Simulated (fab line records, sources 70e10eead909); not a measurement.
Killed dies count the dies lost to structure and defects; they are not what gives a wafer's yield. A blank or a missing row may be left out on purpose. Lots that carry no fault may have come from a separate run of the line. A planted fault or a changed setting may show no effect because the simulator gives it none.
fab line records	flow nand_harc
[record] lots = 5	wafers = 15	last_day = 33
route steps=1302 shown THIN_TSV@1292 END@1301
lots untouched by any fault: they come from a run of this same line in which no faults occurred
start_h: start of the lot's first displayed wafer, in hours after the record's first day	wait_h: hours elapsed since this lot's preceding step	" repeats the value in the row above	L1.1+2: one row covering several wafers at once	- no value present, or no start provided	* or withheld: withheld	< > ~ a bound
route shown NAME@n: a module of which the file shows steps, and the number in the route of the first	usual: mean/standard deviation of fault-free wafers	same: alike in all rows	chamber/n: place in a boat	sites: readings site by site	_std_site: their standard deviation	_edge_site: outer sites' mean less inner sites'	radius_mm: for every site, how far away it sits from the centre of the wafer	mask NAME#n: copy n	behind: tool/chamber where the wafer was last shaped	hold: reason for holding the lot/hours on hold/outcome of the hold	device: the transistor (n, p or np) that didn't switch	end of line: the tests these same wafers got at the end of their route	a step with no rows: only its recipe	killed: at the first sort, the dies lost to defects and structure; wafer yield is something else	map: the dies of a wafer, with x for killed, . for not killed, _ for no die there
set.NAME: the run value of the setting; set.NAME@STEP: its run value at that earlier step	model.NAME: the simulator's own value behind a step, which no gauge read
certain route steps with their lots: each step a table, each wafer a row
services: from which hour (start_h, from the record's first day; less than 0 if before it) a tool's chamber was out of use, for how many hours, and why
[[steps]]
[step NHARC_THIN_TSV_HARDBAKE_34]
[recipe] temp_c = 125	time_s = 80
[usual] resist_line_temp_C = 23.00/0.11
lot.wafer	tool	chamber	start_h	wait_h	resist_line_temp_C
L076.2	litho_track-07	0	563.63	-	22.93
L076.4	"	0	"	"	22.99
L076.5	"	0	"	"	23.07
L075.3	litho_track-07	0	564.84	-	22.81
L075.4	"	0	"	"	22.82
L075.6	"	0	"	"	22.89
L078.1	litho_track-02	0	615.16	-	23.01
L078.2	"	0	"	"	22.98
L078.3	"	0	"	"	23.18
L094.2	litho_track-03	0	743.52	-	22.89
L094.3	"	0	"	"	23.08
L094.6	"	0	"	"	22.81
L095.2	litho_track-07	0	768.36	-	22.99
L095.3	"	0	"	"	23.02
L095.6	"	0	"	"	23.07
[step NHARC_THIN_TSV_DESCUM_35]
[recipe] time_s = 3	o2_flow_sccm = 200	ar_flow_sccm = 0	bias_power_w = 0	chemistry = O2
[usual] drypump_motor_current_A = 5.86/0.27	oes_product_au = 1.005/0.011	rf_vpp_V = 57.6/0.99	showerhead_plenum_p_Torr = 1.87/0.074	throttle_valve_pct = 11.311/0.0095
lot.wafer	tool	chamber	start_h	wait_h	drypump_motor_current_A	oes_product_au	rf_hours_counter_h	rf_vpp_V	showerhead_plenum_p_Torr	throttle_valve_pct
L076.2	rie_diel-09	1	563.72	-	5.67	1.011	3.3	58.9	2.01	11.310
L076.4	"	2	"	"	6.05	1.004	3.1	57.3	1.86	11.314
L076.5	"	1	"	"	5.68	1.006	-	56.2	2.01	11.321
L075.3	rie_diel-09	1	564.94	-	5.67	1.015	3.3	59.4	2.01	11.315
L075.4	"	2	"	"	6.02	1.007	3.1	57.1	1.86	11.319
L075.6	"	0	"	"	5.95	1.016	-	57.6	1.79	11.308
L078.3	rie_diel-10	1	615.24	-	5.69	1.006	1.9	56.9	1.80	11.297
L078.1	"	2	"	"	5.22	1.012	1.6	57.2	1.88	11.306
L078.2	"	3	"	"	6.35	1.008	1.2	58.2	1.95	11.314
L094.2	rie_diel-10	2	743.60	-	5.23	0.998	7.0	54.9	1.88	11.317
L094.3	"	1	"	"	5.65	0.992	6.4	58.6	1.79	11.312
L094.6	"	3	"	"	6.33	1.016	-	59.1	1.95	11.313
L095.3	rie_diel-08	1	768.44	-	5.85	0.996	1.5	57.5	1.88	11.317
L095.2	"	0	"	"	5.95	0.994	1.3	57.0	1.85	11.318
L095.6	"	2	"	"	6.23	0.985	-	56.7	1.80	11.322
[step NHARC_THIN_TSV_ETCH_59]
[recipe] target_depth_a = 8800	icp_w = 900	bias_w = 100	Cl2_flow_sccm = 60	bcl3_flow_sccm = 30	time_s = 138.1	chemistry = Cl2/BCl3
[usual] drypump_motor_current_A = 5.9/0.53	oes_product_au = 0.995/0.013	throttle_valve_pct = 22.266/0.0092
lot.wafer	tool	chamber	start_h	wait_h	drypump_motor_current_A	oes_product_au	rf_hours_counter_h	throttle_valve_pct
L076.2	rie_metal-02	0	563.87	0.1	6.8	1.004	1.4	22.258
L076.4	"	0	"	"	6.8	1.010	-	22.274
L076.5	"	1	"	"	6.1	0.982	-	22.277
L075.4	rie_metal-03	0	565.11	0.1	5.5	0.982	-	22.265
L075.3	"	1	"	"	6.2	1.012	-	22.264
L075.6	"	1	"	"	6.2	1.001	-	22.267
L078.1	rie_metal-03	0	615.36	0.1	5.5	0.983	1.5	22.267
L078.2	"	1	"	"	6.1	0.995	1.5	22.261
L078.3	"	0	"	"	5.6	0.980	-	22.275
L094.2	rie_metal-01	1	743.76	0.2	5.5	1.009	3.0	22.275
L094.3	"	0	"	"	5.3	1.019	-	22.273
L094.6	"	0	"	"	5.3	1.007	-	22.257
L095.2	rie_metal-03	0	768.57	0.1	5.6	0.996	0.8	22.258
L095.3	"	0	"	"	5.5	0.999	-	22.271
L095.6	"	0	"	"	5.5	0.992	-	22.258
[step NHARC_THIN_TSV_ETCH_36]
[recipe] target_depth_a = 650	over_etch_frac = 0.3	time_s = 18.571	ion_energy_ev = 150	chemistry = Cl2/BCl3
[usual] drypump_motor_current_A = 5.9/0.53	oes_product_au = 0.997/0.013
lot.wafer	tool	chamber	start_h	wait_h	drypump_motor_current_A	oes_product_au	rf_hours_counter_h
L076.2	rie_metal-02	0	564.09	0.2	6.8	1.014	1.6
L076.4	"	0	"	"	6.8	1.014	-
L076.5	"	0	"	"	6.8	1.002	-
L075.4	rie_metal-03	0	565.31	0.2	5.5	0.986	-
L075.3	"	1	"	"	6.2	0.997	-
L075.6	"	0	"	"	5.5	0.969	-
L078.2	rie_metal-03	0	615.62	0.2	5.5	0.982	1.6
L078.1	"	1	"	"	6.2	0.996	1.6
L078.3	"	1	"	"	6.2	1.004	-
L094.2	rie_metal-01	0	743.99	0.2	5.3	1.012	3.1
L094.3	"	1	"	"	5.5	1.021	-
L094.6	"	1	"	"	5.5	1.016	-
L095.2	rie_metal-03	1	768.83	0.2	6.2	1.005	1.0
L095.3	"	0	"	"	5.6	0.994	-
L095.6	"	0	"	"	5.5	1.002	-
[step NHARC_THIN_TSV_STRIP_56]
[recipe] power_w = 1500	temp_c = 250	chemistry = O2
[usual] drypump_motor_current_A = 5.6/0.39	heater_power_w = 325/28
lot.wafer	tool	chamber	start_h	wait_h	drypump_motor_current_A	heater_power_w	rf_hours_counter_h
L076.2	plasma_asher-01	0	564.19	0.1	5.3	330	8
L076.4	"	0	"	"	5.3	330	-
L076.5	"	1	"	"	5.2	321	-
L075.4	plasma_asher-01	1	565.51	0.2	5.2	308	-
L075.3	"	0	"	"	5.3	323	-
L075.6	"	1	"	"	5.2	310	-
L078.2	plasma_asher-01	0	615.74	0.1	5.2	331	19
L078.1	"	1	"	"	5.2	313	19
L078.3	"	1	"	"	5.2	322	-
L094.2	plasma_asher-02	0	744.09	0.1	5.7	283	32
L094.3	"	1	"	"	6.2	373	-
L094.6	"	0	"	"	5.7	291	-
L095.2	plasma_asher-01	0	768.92	0.1	5.3	343	11
L095.3	"	1	"	"	5.2	319	-
L095.6	"	1	"	"	5.3	316	-
[step NHARC_THIN_TSV_STRIP_57]
[recipe] time_s = 1200	temp_c = 72.5	chemistry = post_etch_residue_remover
lot.wafer	tool	chamber	start_h	wait_h
L076.2+5+4	wet_bench-08	4,7,0	564.54	0.3
L075.3+6+4	wet_bench-10	4,6,7	565.77	0.2
L078.1+2+3	wet_bench-08	2,3,5	616.10	0.3
L094.3+6+2	wet_bench-08	3,5,7	744.43	0.2
L095.2+3+6	wet_bench-10	3,4,7	769.28	0.3
[step NHARC_THIN_TSV_CD_MEAS_37]
[usual] cd_nm = 4999/4.4
lot.wafer	tool	chamber	start_h	wait_h	cd_nm
L076.2	cd_sem-03	-	564.99	-	4996
L076.4	"	-	"	"	4994
L076.5	"	-	"	"	4998
L075.3	cd_sem-01	-	566.21	-	4998
L075.4	"	-	"	"	5002
L075.6	"	-	"	"	4999
L078.1	cd_sem-02	-	616.54	-	4996
L078.2	"	-	"	"	4991
L078.3	"	-	"	"	4996
L094.2	cd_sem-03	-	744.88	-	4997
L094.3	"	-	"	"	4993
L094.6	"	-	"	"	4998
L095.2	cd_sem-03	-	769.73	-	5004
L095.3	"	-	"	"	4999
L095.6	"	-	"	"	5005
[step NHARC_THIN_TSV_ANNEAL_58]
[recipe] temp_c = 400	time_s = 1800
lot.wafer	tool	chamber	start_h	wait_h
L075.3+4+6	furnace-07	0	568.14	1.9
L076.2+4+5	furnace-07	0	568.14	3.2
L078.1+2+3	furnace-03	0	619.33	2.8
L094.2+3+6	furnace-03	0	748.08	3.2
L095.2+3+6	furnace-03	0	774.34	4.6
[step NHARC_THIN_TSV_INSPECT_40]
[usual] raw_defect_count = 534/78
lot.wafer	tool	chamber	start_h	wait_h	raw_defect_count
L076.2	defect_inspect-02	-	569.60	0.4	463
L076.4	"	-	"	"	431
L076.5	"	-	"	"	446
L075.3	defect_inspect-01	-	569.60	0.4	575
L075.4	"	-	"	"	604
L075.6	"	-	"	"	578
L078.1	defect_inspect-01	-	620.78	0.4	496
L078.2	"	-	"	"	518
L078.3	"	-	"	"	510
L094.2	defect_inspect-01	-	749.53	0.4	553
L094.3	"	-	"	"	537
L094.6	"	-	"	"	437
L095.2	defect_inspect-01	-	775.77	0.4	620
L095.3	"	-	"	"	450
L095.6	"	-	"	"	526
[step NHARC_END_WLT_00]
[usual] VT_DECK1_BOTTOM = 0.871/0.008	VT_DECK1_BOTTOM_INNER = 0.871/0.008	VT_DECK1_MEDIAN_NEAR_BOTTOM = 0.872/0.0078	VT_DECK1_MEDIAN_NEAR_BOTTOM_INNER = 0.871/0.0074	VT_DECK1_MIDDLE = 0.883/0.0079	VT_DECK1_MIDDLE_INNER = 0.883/0.0077	VT_DECK1_TOP = 0.895/0.0073	VT_DECK1_TOP_INNER = 0.894/0.0072	VT_DECK2_BOTTOM = 0.874/0.0074	VT_DECK2_BOTTOM_INNER = 0.874/0.007	VT_DECK2_MEDIAN_NEAR_BOTTOM = 0.875/0.0074	VT_DECK2_MEDIAN_NEAR_BOTTOM_INNER = 0.875/0.0074	VT_DECK2_MIDDLE = 0.884/0.006	VT_DECK2_MIDDLE_INNER = 0.885/0.0067	VT_DECK2_TOP = 0.894/0.0068	VT_DECK2_TOP_INNER = 0.895/0.0064
lot.wafer	tool	chamber	start_h	wait_h	VT_DECK1_BOTTOM	VT_DECK1_BOTTOM_INNER	VT_DECK1_MEDIAN_NEAR_BOTTOM	VT_DECK1_MEDIAN_NEAR_BOTTOM_INNER	VT_DECK1_MIDDLE	VT_DECK1_MIDDLE_INNER	VT_DECK1_TOP	VT_DECK1_TOP_INNER	VT_DECK2_BOTTOM	VT_DECK2_BOTTOM_INNER	VT_DECK2_MEDIAN_NEAR_BOTTOM	VT_DECK2_MEDIAN_NEAR_BOTTOM_INNER	VT_DECK2_MIDDLE	VT_DECK2_MIDDLE_INNER	VT_DECK2_TOP	VT_DECK2_TOP_INNER
L076.2	prober-01	-	570.16	0.6	0.882	0.873	0.873	0.869	0.897	0.894	0.907	0.896	0.872	0.866	0.868	0.871	0.874	0.877	0.881	0.886
L076.4	"	-	571.18	1.6	0.869	0.874	0.877	0.878	0.886	0.890	0.903	0.895	0.880	0.872	0.869	0.866	0.879	0.881	0.891	0.894
L076.5	"	-	"	"	0.870	0.872	0.861	0.868	0.894	0.890	0.910	0.903	0.873	0.876	0.875	0.878	0.876	0.889	0.885	0.891
L075.3	prober-01	-	578.50	8.9	0.868	0.869	0.869	0.879	0.876	0.880	0.902	0.888	0.885	0.868	0.885	0.885	0.908	0.895	0.900	0.901
L075.4	"	-	"	"	0.885	0.882	0.887	0.877	0.894	0.883	0.896	0.899	0.879	0.884	0.875	0.884	0.891	0.895	0.905	0.903
L075.6	"	-	"	"	0.884	0.880	0.878	0.878	0.881	0.882	0.895	0.892	0.880	0.885	0.882	0.884	0.893	0.889	0.907	0.895
L078.1	prober-02	-	632.77	12.0	0.860	0.861	0.866	0.865	0.879	0.880	0.893	0.894	0.878	0.876	0.878	0.885	0.891	0.888	0.891	0.896
L078.2	"	-	"	"	0.872	0.869	0.872	0.868	0.889	0.881	0.892	0.898	0.884	0.880	0.877	0.873	0.884	0.885	0.894	0.900
L078.3	"	-	"	"	0.867	0.861	0.857	0.853	0.876	0.876	0.892	0.889	0.873	0.882	0.888	0.888	0.888	0.885	0.888	0.886
L094.2	prober-01	-	750.08	0.6	0.858	0.854	0.861	0.859	0.870	0.874	0.893	0.892	0.876	0.864	0.872	0.873	0.891	0.881	0.893	0.899
L094.3	"	-	"	"	0.865	0.865	0.865	0.871	0.875	0.883	0.893	0.882	0.868	0.877	0.877	0.870	0.887	0.880	0.904	0.890
L094.6	"	-	752.10	2.6	0.863	0.868	0.870	0.868	0.875	0.870	0.887	0.891	0.867	0.867	0.869	0.875	0.884	0.882	0.893	0.895
L095.2	prober-02	-	776.33	0.6	0.877	0.870	0.879	0.875	0.891	0.889	0.904	0.900	0.877	0.872	0.869	0.872	0.886	0.887	0.909	0.898
L095.3	"	-	"	"	0.876	0.871	0.878	0.872	0.885	0.885	0.898	0.895	0.874	0.874	0.885	0.870	0.885	0.890	0.900	0.893
L095.6	"	-	778.33	2.6	0.887	0.885	0.868	0.870	0.889	0.888	0.896	0.902	0.875	0.871	0.875	0.868	0.890	0.900	0.909	0.897
[[services]]
tool	chamber	start_h	hours	kind
rie_diel-10	0	570.28	1.5	repair
rie_metal-01	-	575.00	9.0	pm
rie_diel-10	2	592.47	8.4	repair
rie_diel-10	-	596.50	9.0	pm
rie_metal-01	0	599.62	1.3	repair
litho_track-07	-	601.00	7.0	pm
rie_diel-10	-	620.45	0.6	repair
rie_diel-09	2	624.18	10.4	repair
plasma_asher-01	-	626.38	27.8	repair
rie_metal-02	-	631.00	9.0	pm
rie_diel-09	2	644.35	24.0	repair
wet_bench-08	-	646.40	8.0	pm
wet_bench-10	-	670.88	8.0	pm
rie_diel-09	-	674.31	9.0	pm
plasma_asher-01	-	677.78	6.8	repair
rie_diel-09	3	695.57	12.7	repair
rie_metal-03	-	696.00	9.0	pm
plasma_asher-01	-	696.28	9.0	pm
rie_diel-10	2	736.33	5.9	repair
furnace-07	-	749.38	1.0	repair
rie_metal-01	-	751.39	0.4	repair
rie_metal-03	-	751.46	0.9	repair
rie_metal-01	-	752.00	9.0	pm
rie_metal-03	-	757.21	0.3	repair
[[key]]
fault none
